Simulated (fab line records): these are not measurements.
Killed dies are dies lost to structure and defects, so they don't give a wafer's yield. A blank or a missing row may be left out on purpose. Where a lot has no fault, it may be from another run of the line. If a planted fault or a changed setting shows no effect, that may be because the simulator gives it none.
Matching of chambers ; flow n5-finfet ; rie-diel-02 running N5_BEOL_M0_SAQP_DESCUM_19: 4 sister chambers
The step chemistry O2, time 7.9 s. 8 wafers are shown with their chamber, then 9 later ones without.

== WAFERS WITH THEIR CHAMBER ==
wafer;chamber;throttle-valve-pct (%);showerhead-plenum-p-Torr (Torr)
L074.5;0;20.63;2.07
L081.2;3;20.79;2.00
L081.5;1;20.18;2.04
L082.4;3;20.77;2.00
L082.6;1;20.18;2.04
L086.1;0;20.66;2.06
L086.2;2;20.00;2.04
L086.5;2;19.98;2.04

== WAFERS WHOSE CHAMBER IS MISSING ==
wafer;throttle-valve-pct (%);showerhead-plenum-p-Torr (Torr)
L089.2;19.99;2.04
L089.4;20.68;2.06
L089.6;20.79;2.00
L092.2;20.00;2.04
L092.5;20.81;1.99
L092.6;20.01;2.04
L097.1;20.21;2.03
L097.4;20.69;2.06
L097.5;20.21;2.03

== EACH ONE'S CHAMBER ==
wafer;from the rows above;in truth
L089.2;2;2
L089.4;0;0
L089.6;3;3
L092.2;2;2
L092.5;3;3
L092.6;2;2
L097.1;1;1
L097.4;0;0
L097.5;1;1
9 of 9 placed correctly. Number that these rows cannot place: 0. 0 placed wrongly.
How it was worked out, from the rows above alone: a wafer's distance from a chamber is the root of the sum, over the readings, of the square of ((its reading less the chamber's mean) divided by the reading's scatter). The wafer belongs to the nearest chamber; if the next one is less than 2 further off, it can't be placed. Each chamber's mean is taken over the wafers shown for it. How the scatter is found: for the shown wafers, subtract from each reading the mean of its chamber, square and add these, divide the total by (wafers less chambers), then take the root.
